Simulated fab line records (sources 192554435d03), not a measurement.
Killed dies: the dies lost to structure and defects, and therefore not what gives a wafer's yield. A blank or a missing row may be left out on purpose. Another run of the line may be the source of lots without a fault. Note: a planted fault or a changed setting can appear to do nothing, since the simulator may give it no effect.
Lot-split experiment -- flow n5 finfet -- 21 wafers read across 7 lots, on a route 1938 steps long

THE SPLIT ITSELF
At N5_BEOL_M0_SAQP_EXPOSE_11 (exposes mask M0 CORE, target cd 42 nm), the setting dose mj was moved away from the recipe's 55 on 7 of the 21 wafers read, by -3.9% to +6.4%. All remaining wafers had this setting at the recipe value.

FROM THE SPLIT TO THE READING: what the file shows between them, 2 steps
- N5_BEOL_M0_SAQP_PEB_12: peb time 60 s
- N5_BEOL_M0_SAQP_DEVELOP_13: develop time 30 s

THE READING
cd nm, in nm, at N5_BEOL_M0_SAQP_CD_MEAS_14 (target cd 42.5 nm). On this fab line, fault-free wafers typically give 42.3 nm with a standard deviation of 0.41 nm.

wafer,"tool, chamber at the split",dose mj as run,against the recipe,"cd nm, nm",against lot-mates on the recipe
L075.1,"arfi scanner-03, 0",55,recipe,42.8,-
L075.2,"arfi scanner-03, 0",58.51,+6.4%,40.4,-2.4
L075.6,"arfi scanner-03, 0",58.51,+6.4%,40.5,-2.3
L077.2,"arfi scanner-02, 0",56.51,+2.7%,42.0,-0.6
L077.5,"arfi scanner-02, 0",55,recipe,43.0,-
L077.6,"arfi scanner-02, 0",55,recipe,42.2,-
L081.1,"arfi scanner-01, 0",55,recipe,42.4,-
L081.3,"arfi scanner-01, 0",55,recipe,41.8,-
L081.6,"arfi scanner-01, 0",55,recipe,43.3,-
L083.3,"arfi scanner-02, 0",52.84,-3.9%,43.0,+0.7
L083.4,"arfi scanner-02, 0",55,recipe,42.3,-
L083.5,"arfi scanner-02, 0",52.84,-3.9%,43.7,+1.4
L084.1,"arfi scanner-03, 0",55,recipe,42.6,-
L084.5,"arfi scanner-03, 0",55,recipe,42.4,-
L084.6,"arfi scanner-03, 0",55,recipe,42.5,-
L095.1,"arfi scanner-01, 0",55,recipe,42.1,-
L095.2,"arfi scanner-01, 0",55,recipe,42.5,-
L095.3,"arfi scanner-01, 0",55,recipe,42.1,-
L096.1,"arfi scanner-01, 0",55,recipe,42.6,-
L096.4,"arfi scanner-01, 0",56.6,+2.9%,41.3,-1.3
L096.6,"arfi scanner-01, 0",56.6,+2.9%,41.1,-1.5

THE FIT
A straight line over all 21 wafers: cd nm changes by -0.297 nm for each +1% of dose mj; r = -0.90; the points scatter about the line by 0.38 nm.
The same after taking each lot's own level away (the mean of its wafers on the recipe; 21 wafers): -0.345 nm for each +1%; r = -0.93; scatter 0.36 nm.
According to that fit, moving dose mj by its largest amount changes the reading by 2.2 nm.
From 42.23 to 42.80 nm: that is the span of the lots' own levels, equal to 1.4 times the standard deviation above.
Hence the slope depends on the lot-to-lot level, as the two fits are not the same.
Check: -2.21 nm against its lot-mates is what the line predicts for one of the wafers moved furthest among these (+6.4%) when that wafer is left out of the fit. Against them it came out at -2.4 nm.

FURTHER SPLITS ON THESE WAFERS
Other splits were also applied to these wafers ahead of the reading. Each is held against what the fit with the lots' levels taken away leaves over:
other split on the same wafers,wafers away from the commonest value,r with cd nm (lot level and that fit taken away)
N5_MOL_CONTACT_COAG_COAT_77 spin rpm,11,-0.03
N5_MOL_CONTACT_COAG_CVD_140 target thk a,7,+0.13
N5_BEOL_M0_SAQP_PECVD_96 time s,4,-0.17

THE FILE'S OWN FIT
cd nm changes by -0.349 nm for each +1% of dose mj, r = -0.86.
